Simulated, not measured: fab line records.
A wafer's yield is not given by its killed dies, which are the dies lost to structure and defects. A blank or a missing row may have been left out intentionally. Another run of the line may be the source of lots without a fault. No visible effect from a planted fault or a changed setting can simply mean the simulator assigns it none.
fab line records    flow n5_finfet
[record] lots = 10  wafers = 30  last_day = 18
route steps=1938 shown BEOL_M1@827 BEOL_M2@847 BEOL_M4@1111 PASSIVATION@1936
lots that met no fault: taken from a fault-free run of the same line
start_h: hours from the record's opening day to when the first of the lot's shown wafers began    wait_h: hours since the lot's step before    " unchanged from the row above    L1.1+2: several wafers, shown together as one row    - no value, or no start given    * or withheld: withheld    < > ~ a bound
route shown NAME@n: NAME is a module with steps in the file, n the number in the route of the first one    usual: mean/standard deviation of fault-free wafers    same: alike in all rows    chamber/n: place in a boat    sites: readings site by site    _std_site: standard deviation of those values    _edge_site: inner sites' mean taken away from outer sites' mean    radius_mm: how far each site lies from the wafer's centre    mask NAME#n: copy n    behind: the tool/chamber that last shaped the wafer    hold: cause of the lot's hold/its duration in hours/its outcome    device: names the non-switching transistor (n, p or np)    end of line: at the end of the route, the tests of the same wafers    for a step that has no rows: nothing shown but its recipe    killed: dies lost to structure and defects at the first sort, not the wafer's yield    map: a wafer's dies, x killed, . not, _ none there
set.NAME: the run value of the setting; set.NAME@STEP: its run value at that earlier step    model.NAME: the simulator's own value behind a step, which no gauge read
one table for each step of the route and one row for each wafer, over a sample of lots
services: when a tool's chamber went out of use (start_h, in hours from the record's first day, below 0 if earlier), for how many hours, and the reason
[[steps]]
[step N5_BEOL_M1_ANNEAL_93]
[recipe] temp_c = 400  time_s = 240  ambient = vacuum
[usual] heater_power_w = 782/90  susceptor_temp_C_max = 401.1/0.48
lot.wafer  tool            chamber  start_h  wait_h  heater_power_w  susceptor_temp_C_max
L417.2     pvd_sputter-02  -        152.79   0.0     804             400.9
L417.4     "               -        "        "       868             401.2
L417.6     "               -        "        "       666             401.1
L418.1     pvd_sputter-03  -        161.17   0.0     768             400.8
L418.4     "               -        "        "       858             401.5
L418.6     "               -        "        "       760             401.1
L419.1     pvd_sputter-02  -        164.49   0.0     784             400.9
L419.2     "               -        "        "       672             402.0
L419.4     "               -        "        "       753             400.8
L421.2     pvd_sputter-02  -        180.17   0.0     723             400.5
L421.4     "               -        "        "       866             401.4
L421.6     "               -        "        "       739             400.6
L422.1     pvd_sputter-02  -        190.26   0.0     807             401.0
L422.4     "               -        "        "       867             401.4
L422.6     "               -        "        "       867             401.3
L429.1     pvd_sputter-02  -        212.63   0.0     652             401.8
L429.2     "               -        "        "       803             401.4
L429.4     "               -        "        "       714             400.7
L430.1     pvd_sputter-02  -        224.61   0.0     667             400.7
L430.4     "               -        "        "       789             401.4
L430.6     "               -        "        "       847             401.7
L431.1     pvd_sputter-02  -        232.16   0.0     778             401.1
L431.2     "               -        "        "       874             401.6
L431.4     "               -        "        "       639             401.5
L432.2     pvd_sputter-01  -        234.95   0.0     887             400.7
L432.3     "               -        "        "       637             402.2
L432.5     "               -        "        "       879             400.6
L434.3     pvd_sputter-02  -        260.03   0.0     642             401.5
L434.4     "               -        "        "       741             400.7
L434.5     "               -        "        "       632             401.2
[step N5_BEOL_M1_SPUTTER_96]
[recipe] material = Cu  target_thk_a = 45  temp_c = -20  chamber_pressure_pa = 0.07  power_w = withheld  time_s = 8.29
[usual] throttle_valve_pct = 30.1/1.4
lot.wafer  tool            chamber  start_h  wait_h  throttle_valve_pct
L417.2     pvd_sputter-02  -        153.15   0.1     27.9
L417.4     "               -        "        "       29.9
L417.6     "               -        "        "       31.2
L418.1     pvd_sputter-03  -        161.53   0.1     29.8
L418.4     "               -        "        "       28.3
L418.6     "               -        "        "       29.8
L419.1     pvd_sputter-02  -        164.85   0.1     27.9
L419.2     "               -        "        "       30.9
L419.4     "               -        "        "       30.1
L421.2     pvd_sputter-02  -        180.53   0.1     30.0
L421.4     "               -        "        "       30.2
L421.6     "               -        "        "       30.2
L422.1     pvd_sputter-02  -        190.62   0.1     28.1
L422.4     "               -        "        "       30.2
L422.6     "               -        "        "       29.9
L429.1     pvd_sputter-02  -        212.99   0.1     31.2
L429.2     "               -        "        "       27.9
L429.4     "               -        "        "       30.1
L430.1     pvd_sputter-02  -        224.97   0.1     30.9
L430.4     "               -        "        "       28.2
L430.6     "               -        "        "       30.1
L431.1     pvd_sputter-02  -        232.52   0.1     28.1
L431.2     "               -        "        "       30.1
L431.4     "               -        "        "       31.1
L432.2     pvd_sputter-01  -        235.31   0.1     33.3
L432.3     "               -        "        "       31.3
L432.5     "               -        "        "       33.2
L434.3     pvd_sputter-02  -        260.39   0.1     31.1
L434.4     "               -        "        "       30.3
L434.5     "               -        "        "       31.0
[step N5_BEOL_M1_PRE_CLEAN_60]
[recipe] gas = NH3/H2  time_s = 15  temp_c = *  rf_power_w = 300
[usual] heater_power_w = 94/22
lot.wafer  tool       chamber  start_h  wait_h  heater_power_w
L417.2     cvd_co-01  0        153.97   0.0     96
L417.4     "          2        "        "       58
L417.6     "          0        "        "       93
L418.1     cvd_co-01  2        162.59   0.1     59
L418.4     "          0        "        "       96
L418.6     "          1        "        "       126
L419.1     cvd_co-01  0        165.67   0.0     97
L419.2     "          1        "        "       121
L419.4     "          0        "        "       95
L421.2     cvd_co-01  1        181.36   0.0     127
L421.4     "          0        "        "       93
L421.6     "          0        "        "       96
L422.1     cvd_co-02  1        191.52   0.1     83
L422.4     "          0        "        "       103
L422.6     "          2        "        "       80
L429.1     cvd_co-02  1        213.81   0.0     86
L429.2     "          0        "        "       106
L429.4     "          0        "        "       107
L430.1     cvd_co-02  0        225.95   0.0     104
L430.4     "          2        "        "       80
L430.6     "          1        "        "       84
L431.1     cvd_co-02  2        233.47   0.1     79
L431.2     "          1        "        "       84
L431.4     "          0        "        "       105
L432.2     cvd_co-01  2        236.13   0.0     59
L432.3     "          1        "        "       122
L432.5     "          2        "        "       60
L434.3     cvd_co-01  0        261.21   0.0     95
L434.4     "          0        "        "       97
L434.5     "          2        "        "       60
[step N5_BEOL_M2_COAT_73]
[recipe] resist = underlayer  temp_c = 205  time_s = 60  spin_rpm = 1500  resist_thk_nm = 5
[usual] exhaust_pa = 45.1/0.87  heater_power_total_W = 391.8/1.4  plate_temp_C = 204.98/0.13
lot.wafer  tool            chamber  start_h  wait_h  exhaust_pa  heater_power_total_W  plate_temp_C
L417.2     litho_track-04  0        155.18   -       45.5        394.0                 204.90
L417.4     "               0        "        "       46.4        390.1                 204.90
L417.6     "               0        "        "       46.0        389.4                 204.90
L418.1     litho_track-01  0        165.62   -       44.3        390.6                 205.06
L418.4     "               0        "        "       46.0        392.5                 204.67
L418.6     "               0        "        "       43.7        393.3                 205.12
L419.1     litho_track-01  0        166.65   -       43.7        393.6                 204.82
L419.2     "               0        "        "       43.7        389.9                 205.01
L419.4     "               0        "        "       44.8        392.3                 204.97
L421.2     litho_track-01  0        182.69   -       45.2        408.0                 211.43
L421.4     "               0        "        "       44.3        409.5                 211.55
L421.6     "               0        "        "       45.5        406.6                 211.50
L422.1     litho_track-01  0        192.90   -       45.3        406.8                 211.50
L422.4     "               0        "        "       44.8        409.5                 211.19
L422.6     "               0        "        "       44.5        404.0                 211.35
L429.1     litho_track-02  0        214.41   -       44.5        390.1                 204.88
L429.2     "               0        "        "       44.6        393.3                 204.99
L429.4     "               0        "        "       45.3        389.7                 204.99
L430.1     litho_track-04  0        227.99   -       44.6        392.8                 205.30
L430.4     "               0        "        "       44.5        391.0                 205.22
L430.6     "               0        "        "       45.2        392.9                 205.09
L431.1     litho_track-02  0        235.72   -       45.3        393.5                 204.96
L431.2     "               0        "        "       44.9        391.9                 204.89
L431.4     "               0        "        "       45.2        391.3                 204.96
L432.2     litho_track-02  0        236.73   -       45.9        393.5                 205.04
L432.3     "               0        "        "       45.3        391.8                 205.06
L432.5     "               0        "        "       44.7        392.0                 205.03
L434.3     litho_track-01  0        262.63   -       45.0        391.1                 204.94
L434.4     "               0        "        "       45.6        390.8                 204.79
L434.5     "               0        "        "       45.0        392.0                 204.84
[step N5_BEOL_M4_RC_MEAS_101]
[usual] DIBL_N = 36.1/1.6  DIBL_P = 35.8/2  IOFF_N = 0.157/0.029  IOFF_P = 0.21/0.034  ION_N = 677/13  ION_P = 465/8.1  SS_N = 71.3/0.61  SS_P = 73.2/0.65  VT_N = 249/3.3  VT_P = -250/3.2
lot.wafer  tool       chamber  start_h  wait_h  DIBL_N[mV/V]  DIBL_P[mV/V]  IOFF_N[nA/um]  IOFF_P[nA/um]  ION_N[uA/um]  ION_P[uA/um]  SS_N[mV/dec]  SS_P[mV/dec]  VT_N[mV]  VT_P[mV]
L417.2     prober-01  0        217.49   0.2     33.4          31.8          0.111          0.16           658           455           70.3          72.7          254       -255
L417.4     "          0        "        "       35.9          34.4          0.152          0.20           693           473           70.8          72.9          248       -249
L417.6     "          0        "        "       33.6          31.7          0.112          0.16           679           467           70.9          72.5          253       -254
L418.1     prober-01  0        229.16   0.0     36.8          34.7          0.162          0.22           686           473           71.3          73.4          246       -247
L418.4     "          0        "        "       36.6          35.0          0.168          0.23           684           465           71.1          73.3          245       -246
L418.6     "          0        "        "       37.4          35.3          0.169          0.23           670           464           71.2          72.9          247       -248
L419.1     prober-02  0        232.10   0.0     36.2          36.1          0.169          0.23           684           462           71.8          73.3          250       -249
L419.2     "          0        "        "       38.4          37.5          0.224          0.26           684           466           72.4          74.9          246       -246
L419.4     "          0        "        "       38.0          37.2          0.212          0.26           685           470           72.3          74.6          244       -248
L421.2     prober-01  0        243.18   0.2     36.5          36.5          0.151          0.23           683           471           70.4          72.7          249       -248
L421.4     "          0        "        "       34.9          34.3          0.124          0.20           667           464           71.1          73.2          254       -251
L421.6     "          0        "        "       35.6          35.2          0.141          0.22           663           460           70.9          73.1          252       -249
L422.1     prober-01  0        244.86   0.0     35.7          34.9          0.159          0.24           678           474           70.0          72.7          251       -242
L422.4     "          0        "        "       36.1          36.7          0.173          0.28           685           478           70.5          73.2          250       -245
L422.6     "          0        "        "       36.9          36.5          0.179          0.27           678           478           71.5          73.3          248       -244
L429.1     prober-01  0        276.90   0.0     38.0          38.6          0.177          0.21           685           464           71.6          73.8          247       -251
L429.2     "          0        "        "       34.2          34.1          0.116          0.15           669           459           70.7          71.3          253       -256
L429.4     "          0        "        "       36.3          35.9          0.141          0.18           666           455           71.8          72.8          254       -251
L430.1     prober-01  0        292.55   0.3     33.9          34.0          0.114          0.19           666           461           70.4          73.0          253       -250
L430.4     "          0        "        "       35.4          34.9          0.128          0.20           654           456           70.9          72.7          254       -251
L430.6     "          0        "        "       35.3          35.1          0.133          0.21           672           468           70.9          72.8          252       -250
L431.1     prober-01  0        307.68   0.1     36.0          36.3          0.141          0.21           678           466           71.5          74.2          252       -247
L431.2     "          0        "        "       36.1          35.9          0.144          0.22           670           460           71.0          73.0          250       -248
L431.4     "          0        "        "       35.5          35.3          0.136          0.21           664           463           71.3          73.2          253       -248
L432.2     prober-01  0        313.16   0.2     34.8          34.1          0.139          0.19           680           466           70.9          72.9          250       -251
L432.3     "          0        "        "       35.3          34.8          0.144          0.19           671           457           70.9          72.8          251       -251
L432.5     "          0        "        "       35.4          35.1          0.147          0.20           667           456           71.1          73.9          249       -253
L434.3     prober-02  0        315.75   0.3     38.4          38.3          0.216          0.26           694           470           71.6          73.8          246       -246
L434.4     "          0        "        "       35.2          34.8          0.145          0.21           676           467           71.3          72.8          251       -248
L434.5     "          0        "        "       35.5          34.9          0.156          0.21           684           465           71.2          72.8          251       -250
[step N5_PASSIVATION_PROBE_49]
[usual] defect_limited_yield = 91.0/1.4  killed_at_M0_to_M3 = 33/11  killed_at_M4_up = 14/5  killed_at_contacts = 11/7.3  killed_at_front_end = 43/12  killed_at_other = 4/3.1  killed_dies = 106/17  killed_open = 69/13  killed_short = 34/8.7  sort_bin_5_function = 5.2/0.96  sort_bin_6_memory = 3.3/0.66  sort_n_pass = 1074/17  sort_yield_pct = 91.0/1.4
[same] gross_dies = 1180  killed_at_back_side = 0  sort_bin_4_leakage[%] = 0  sort_bin_8_speed[%] = 0
lot.wafer  tool       chamber  start_h  wait_h  defect_limited_yield[%]  killed_at_M0_to_M3  killed_at_M4_up  killed_at_contacts  killed_at_front_end  killed_at_other  killed_dies  killed_open  killed_short  sort_bin_5_function[%]  sort_bin_6_memory[%]  sort_n_pass  sort_yield_pct[%]
L417.2     prober-02  -        326.89   0.1     92.4                     26                  9                9                   37                   9                90           66           24            4.6                     3.1                   1090         92.4
L417.4     prober-02  -        326.99   0.2     92.0                     26                  9                9                   45                   5                94           66           28            5.6                     2.1                   1086         92.0
L417.6     prober-02  -        327.09   0.3     91.3                     32                  16               7                   43                   5                103          70           28            5.3                     2.9                   1077         91.3
L418.1     prober-01  -        336.56   0.0     90.3                     41                  12               15                  36                   11               115          73           33            5.8                     3.5                   1065         90.3
L418.4     prober-01  -        336.71   0.2     88.6                     42                  15               19                  50                   8                134          85           46            6.4                     4.4                   1046         88.6
L418.6     prober-01  -        336.81   0.3     89.3                     32                  15               30                  41                   8                126          81           36            5.7                     3.9                   1054         89.3
L421.2     prober-02  -        346.11   0.1     92.2                     32                  14               12                  33                   1                92           49           39            3.9                     3.2                   1088         92.2
L421.4     prober-02  -        346.21   0.2     90.3                     28                  11               14                  59                   3                115          60           53            5.5                     3.3                   1065         90.3
L421.6     prober-02  -        346.31   0.3     92.6                     24                  3                16                  43                   1                87           44           43            4.3                     2.6                   1093         92.6
L419.1     prober-02  -        348.55   0.0     92.7                     31                  10               3                   42                   0                86           49           36            4.1                     2.7                   1094         92.7
L419.2     prober-02  -        348.60   0.1     91.4                     44                  14               6                   37                   1                102          52           44            4.8                     2.8                   1078         91.4
L419.4     prober-02  -        348.70   0.2     92.5                     35                  10               9                   32                   2                88           58           23            4.3                     2.4                   1092         92.5
L422.1     prober-01  -        357.76   0.0     90.3                     36                  13               9                   53                   3                114          73           38            6.3                     2.8                   1066         90.3
L422.4     prober-01  -        357.91   0.2     91.4                     31                  13               7                   45                   6                102          60           42            4.7                     3.6                   1078         91.4
L422.6     prober-01  -        358.01   0.3     89.0                     54                  11               5                   56                   4                130          84           44            6.6                     4.1                   1050         89.0
L429.1     prober-01  -        389.84   0.0     91.4                     34                  10               5                   52                   1                102          71           30            5.3                     3.2                   1078         91.4
L429.2     prober-01  -        389.89   0.1     89.2                     16                  22               11                  70                   8                127          88           33            6.0                     4.2                   1053         89.2
L429.4     prober-01  -        389.99   0.2     88.6                     39                  11               11                  63                   11               135          88           40            7.4                     3.4                   1045         88.6
L430.1     prober-01  -        403.89   0.0     90.3                     35                  14               1                   59                   6                115          75           32            5.3                     3.6                   1065         90.3
L430.4     prober-01  -        404.04   0.2     92.3                     30                  11               3                   38                   9                91           62           26            4.6                     2.9                   1089         92.3
L430.6     prober-01  -        404.14   0.3     90.8                     39                  17               2                   47                   4                109          77           31            5.8                     3.4                   1071         90.8
L432.2     prober-01  -        424.99   0.1     92.1                     28                  10               10                  43                   2                93           64           26            4.5                     3.1                   1087         92.1
L432.3     prober-01  -        425.04   0.1     93.7                     17                  7                10                  39                   1                74           47           23            3.4                     2.5                   1106         93.7
L432.5     prober-01  -        425.14   0.2     92.4                     24                  12               20                  32                   2                90           61           28            4.6                     3.0                   1090         92.4
L431.1     prober-02  -        425.35   0.0     89.3                     27                  18               19                  61                   1                126          87           38            5.9                     4.2                   1054         89.3
L431.2     prober-02  -        425.40   0.1     89.5                     52                  16               9                   43                   4                124          77           46            6.3                     3.8                   1056         89.5
L431.4     prober-02  -        425.50   0.2     91.7                     21                  19               15                  36                   7                98           67           29            4.7                     3.1                   1082         91.7
L434.3     prober-01  -        438.28   0.1     90.9                     42                  16               15                  30                   4                107          76           28            4.3                     4.4                   1073         90.9
L434.4     prober-01  -        438.33   0.2     89.2                     49                  28               17                  31                   2                127          92           32            6.5                     4.0                   1053         89.2
L434.5     prober-01  -        438.38   0.2     91.9                     40                  21               4                   28                   2                95           72           16            4.3                     3.1                   1085         91.9
// killed by level:class
L417.2 STI_FIN_REVEAL:geometric_particle:open=11 BEOL_M1:geometric_particle:open=11 MOL_CONTACT_COAG:geometric_particle:open=9 FIN_SAQP:geometric_particle:open=7 BEOL_M0_SAQP:geometric_particle:open=7 FIN_SAQP:geometric_particle:short=5 GATE_CUT:geometric_particle:open=3 STARTING-WAFER:geometric_particle:open=3
L417.4 STI_FIN_REVEAL:geometric_particle:open=18 MOL_CONTACT_COAG:geometric_particle:open=8 BEOL_M1:geometric_particle:open=6 BEOL_M0_SAQP:geometric_particle:open=6 BEOL_M0_SAQP:geometric_particle:short=6 FIN_SAQP:geometric_particle:open=5 FIN_SAQP:geometric_particle:short=4 GATE_CUT:geometric_particle:open=3
L417.6 FIN_SAQP:geometric_particle:open=13 BEOL_M1:geometric_particle:open=9 BEOL_M0_SAQP:geometric_particle:open=8 MOL_CONTACT_COAG:geometric_particle:open=6 BEOL_M2:geometric_particle:open=6 FIN_SAQP:geometric_particle:short=5 GATE_CUT:geometric_particle:short=5 STARTING-WAFER:geometric_particle:short=5
L418.1 MOL_CONTACT_COAG:geometric_particle:open=14 BEOL_M2:geometric_particle:open=9 FIN_SAQP:geometric_particle:short=8 BEOL_M0_SAQP:geometric_particle:open=8 BEOL_M0_SAQP:geometric_particle:short=7 PASSIVATION:area_etch=7 FIN_SAQP:geometric_particle:open=6 STI_FIN_REVEAL:geometric_particle:open=5
L418.4 MOL_CONTACT_COAG:geometric_particle:open=13 FIN_SAQP:geometric_particle:open=12 BEOL_M1:geometric_particle:short=12 FIN_SAQP:geometric_particle:short=10 STI_FIN_REVEAL:geometric_particle:open=10 BEOL_M1:geometric_particle:open=8 BEOL_M3:geometric_particle:open=5 DUMMY_GATE:geometric_particle:open=4
L418.6 MOL_CONTACT_COAG:geometric_particle:open=20 MOL_CONTACT_COAG:geometric_particle:short=10 STI_FIN_REVEAL:geometric_particle:open=9 BEOL_M1:geometric_particle:open=9 BEOL_M4:geometric_particle:open=9 HKMG_FIN:area_etch=6 FIN_SAQP:geometric_particle:short=5 STI_FIN_REVEAL:geometric_particle:short=5
L421.2 FIN_SAQP:geometric_particle:short=10 BEOL_M0_SAQP:geometric_particle:open=10 MOL_CONTACT_COAG:geometric_particle:open=9 BEOL_M0_SAQP:geometric_particle:short=9 FIN_SAQP:geometric_particle:open=5 GATE_CUT:geometric_particle:short=5 BEOL_M3:geometric_particle:open=5 BEOL_M2:geometric_particle:open=4
L421.4 STI_FIN_REVEAL:geometric_particle:open=14 FIN_SAQP:geometric_particle:short=9 MOL_CONTACT_COAG:geometric_particle:short=8 BEOL_M1:geometric_particle:open=7 GATE_CUT:geometric_particle:short=7 STARTING-WAFER:geometric_particle:short=7 MOL_CONTACT_COAG:geometric_particle:open=6 BEOL_M0_SAQP:geometric_particle:short=6
L421.6 FIN_SAQP:geometric_particle:short=16 FIN_SAQP:geometric_particle:open=10 MOL_CONTACT_COAG:geometric_particle:open=10 MOL_CONTACT_COAG:geometric_particle:short=6 BEOL_M0_SAQP:geometric_particle:open=5 BEOL_M0_SAQP:geometric_particle:short=5 BEOL_M2:geometric_particle:open=5 BEOL_M3:geometric_particle:short=4
L419.1 STI_FIN_REVEAL:geometric_particle:open=16 BEOL_M3:geometric_particle:open=7 GATE_CUT:geometric_particle:short=6 BEOL_M0_SAQP:geometric_particle:short=6 DUMMY_GATE:geometric_particle:open=4 BEOL_M0_SAQP:geometric_particle:open=4 FIN_SAQP:geometric_particle:short=3 STI_FIN_REVEAL:geometric_particle:short=3
L419.2 GATE_CUT:geometric_particle:short=10 BEOL_M3:geometric_particle:open=9 BEOL_M0_SAQP:geometric_particle:open=9 BEOL_M0_SAQP:geometric_particle:short=8 BEOL_M1:geometric_particle:open=7 BEOL_M2:geometric_particle:open=5 BEOL_M3:geometric_particle:short=5 FIN_SAQP:geometric_particle:open=4
L419.4 BEOL_M2:geometric_particle:open=11 BEOL_M3:geometric_particle:open=9 MOL_CONTACT_COAG:geometric_particle:open=6 BEOL_M2:geometric_particle:short=6 FIN_SAQP:geometric_particle:open=5 DUMMY_GATE:geometric_particle:open=5 BEOL_M0_SAQP:geometric_particle:short=5 HKMG_FIN:area_etch=5
L422.1 STI_FIN_REVEAL:geometric_particle:open=16 BEOL_M0_SAQP:geometric_particle:short=11 DUMMY_GATE:geometric_particle:open=10 BEOL_M1:geometric_particle:open=8 MOL_CONTACT_COAG:geometric_particle:open=6 BEOL_M2:geometric_particle:open=6 FIN_SAQP:geometric_particle:short=5 STARTING-WAFER:geometric_particle:short=5
L422.4 FIN_SAQP:geometric_particle:open=10 FIN_SAQP:geometric_particle:short=9 STI_FIN_REVEAL:geometric_particle:open=9 BEOL_M0_SAQP:geometric_particle:short=7 BEOL_M2:geometric_particle:open=6 BEOL_M0_SAQP:geometric_particle:open=5 MOL_CONTACT_COAG:geometric_particle:open=4 GATE_CUT:geometric_particle:short=4
L422.6 BEOL_M0_SAQP:geometric_particle:open=18 BEOL_M0_SAQP:geometric_particle:short=16 FIN_SAQP:geometric_particle:open=13 DUMMY_GATE:geometric_particle:open=10 FIN_SAQP:geometric_particle:short=9 STI_FIN_REVEAL:geometric_particle:open=6 BEOL_M1:geometric_particle:open=6 BEOL_M0:geometric_particle:open=5
L429.1 STI_FIN_REVEAL:geometric_particle:open=21 FIN_SAQP:geometric_particle:short=12 FIN_SAQP:geometric_particle:open=9 BEOL_M2:geometric_particle:open=8 BEOL_M0_SAQP:geometric_particle:open=6 BEOL_M3:geometric_particle:open=6 BEOL_M0:geometric_particle:open=4 STI_FIN_REVEAL:geometric_particle:short=3
L429.2 STI_FIN_REVEAL:geometric_particle:open=26 FIN_SAQP:geometric_particle:open=17 MOL_CONTACT_COAG:geometric_particle:open=8 FIN_SAQP:geometric_particle:short=7 STI_FIN_REVEAL:geometric_particle:short=7 BEOL_M4:geometric_particle:open=6 BEOL_M5:geometric_particle:open=5 BEOL_M0_SAQP:geometric_particle:open=4
L429.4 STI_FIN_REVEAL:geometric_particle:open=23 FIN_SAQP:geometric_particle:open=16 BEOL_M0_SAQP:geometric_particle:open=12 FIN_SAQP:geometric_particle:short=11 MOL_CONTACT_COAG:geometric_particle:open=9 BEOL_M2:geometric_particle:open=7 BEOL_M3:geometric_particle:open=5 BEOL_M4:geometric_particle:open=4
L430.1 STI_FIN_REVEAL:geometric_particle:open=24 BEOL_M1:geometric_particle:open=15 STI_FIN_REVEAL:geometric_particle:short=7 BEOL_M3:geometric_particle:open=6 STARTING-WAFER:geometric_particle:short=6 HKMG_FIN:area_etch=6 BEOL_M0_SAQP:geometric_particle:short=5 BEOL_M0_SAQP:geometric_particle:open=5
L430.4 STI_FIN_REVEAL:geometric_particle:open=20 BEOL_M1:geometric_particle:open=7 BEOL_M3:geometric_particle:open=6 DUMMY_GATE:geometric_particle:open=5 BEOL_M2:geometric_particle:open=5 GATE_CUT:geometric_particle:short=4 BEOL_M0_SAQP:geometric_particle:open=4 MIM_TOP_ETCH:geometric_particle:short=4
L430.6 STI_FIN_REVEAL:geometric_particle:open=13 BEOL_M3:geometric_particle:open=10 GATE_CUT:geometric_particle:short=9 BEOL_M4:geometric_particle:open=8 ILD0:geometric_particle:open=7 BEOL_M0_SAQP:geometric_particle:open=7 BEOL_M2:geometric_particle:open=7 BEOL_M1:geometric_particle:open=6
L432.2 FIN_SAQP:geometric_particle:open=10 MOL_CONTACT_COAG:geometric_particle:open=8 BEOL_M0_SAQP:geometric_particle:open=8 FIN_SAQP:geometric_particle:short=7 STI_FIN_REVEAL:geometric_particle:open=7 BEOL_M0:geometric_particle:open=6 BEOL_M0_SAQP:geometric_particle:short=6 DUMMY_GATE:geometric_particle:open=4
L432.3 FIN_SAQP:geometric_particle:short=13 FIN_SAQP:geometric_particle:open=10 MOL_CONTACT_COAG:geometric_particle:open=10 BEOL_M2:geometric_particle:open=8 DUMMY_GATE:geometric_particle:open=5 BEOL_M0_SAQP:geometric_particle:open=3 STI_FIN_REVEAL:geometric_particle:open=2 DUMMY_GATE:geometric_particle:short=2
L432.5 MOL_CONTACT_COAG:geometric_particle:open=18 BEOL_M3:geometric_particle:open=11 STI_FIN_REVEAL:geometric_particle:open=7 STI_FIN_REVEAL:geometric_particle:short=6 BEOL_M0_SAQP:geometric_particle:short=4 BEOL_M5:geometric_particle:open=4 FIN_SAQP:geometric_particle:open=3 FIN_SAQP:geometric_particle:short=3
L431.1 MOL_CONTACT_COAG:geometric_particle:open=19 FIN_SAQP:geometric_particle:open=17 FIN_SAQP:geometric_particle:short=14 BEOL_M5:geometric_particle:open=7 DUMMY_GATE:geometric_particle:open=6 BEOL_M3:geometric_particle:short=5 STI_FIN_REVEAL:geometric_particle:open=5 GATE_CUT:geometric_particle:open=5
L431.2 BEOL_M1:geometric_particle:open=15 STI_FIN_REVEAL:geometric_particle:open=13 BEOL_M0_SAQP:geometric_particle:short=12 BEOL_M3:geometric_particle:open=12 GATE_CUT:geometric_particle:short=10 MOL_CONTACT_COAG:geometric_particle:open=8 BEOL_M5:geometric_particle:open=8 FIN_SAQP:geometric_particle:short=6
L431.4 MOL_CONTACT_COAG:geometric_particle:open=12 STI_FIN_REVEAL:geometric_particle:open=10 BEOL_M3:geometric_particle:open=6 BEOL_M4:geometric_particle:open=6 BEOL_M0_SAQP:geometric_particle:short=5 MIM_TOP:geometric_particle:open=5 FIN_SAQP:geometric_particle:short=4 FIN_SAQP:geometric_particle:open=4
L434.3 MOL_CONTACT_COAG:geometric_particle:open=13 BEOL_M0_SAQP:geometric_particle:open=9 BEOL_M2:geometric_particle:open=8 BEOL_M4:geometric_particle:open=8 STI_FIN_REVEAL:geometric_particle:open=7 BEOL_M0_SAQP:geometric_particle:short=7 DUMMY_GATE:geometric_particle:open=6 BEOL_M0:geometric_particle:open=5
L434.4 BEOL_M4:geometric_particle:open=18 MOL_CONTACT_COAG:geometric_particle:open=13 BEOL_M3:geometric_particle:open=11 BEOL_M2:geometric_particle:open=10 BEOL_M0_SAQP:geometric_particle:open=7 STARTING-WAFER:geometric_particle:open=6 FIN_SAQP:geometric_particle:open=6 BEOL_M0:geometric_particle:open=6
L434.5 BEOL_M1:geometric_particle:open=12 BEOL_M4:geometric_particle:open=12 BEOL_M2:geometric_particle:open=10 BEOL_M0_SAQP:geometric_particle:open=7 STI_FIN_REVEAL:geometric_particle:open=5 STARTING-WAFER:geometric_particle:open=5 BEOL_M0_SAQP:geometric_particle:short=4 HKMG_FIN:area_etch=4
[[services]]
tool       chamber  start_h  hours  kind
cvd_co-01  -        133.06   2.0    repair
cvd_co-02  1        149.02   8.5    repair
cvd_co-02  -        159.69   17.8   repair
cvd_co-01  -        176.06   0.8    repair
cvd_co-02  1        205.50   7.8    repair
[[key]]
[first_sign] step = N5_BEOL_M2_COAT_73  reading = plate_temp_C  direction = up  sigmas = 49  usual = *  struck = *
[effect] step = N5_BEOL_M2_COAT_73  reading = heater_power_total_W  direction = up  sigmas = 11  usual = *  struck = *
met_at N5_BEOL_M2_COAT_73
struck_lots L421,L422
not_acting_at N5_BEOL_M1_ANNEAL_93,N5_BEOL_M1_SPUTTER_96,N5_BEOL_M1_PRE_CLEAN_60
onset_between 166.65 182.69
[fault] kind = process_parameter_drift  tool = litho_track-01  chamber = -  onset_h = 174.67  steps = N5_BEOL_M2_COAT_73  channel = temp_c  offset = *  shape = step  end_h = 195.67  acts_in = *  stated = *
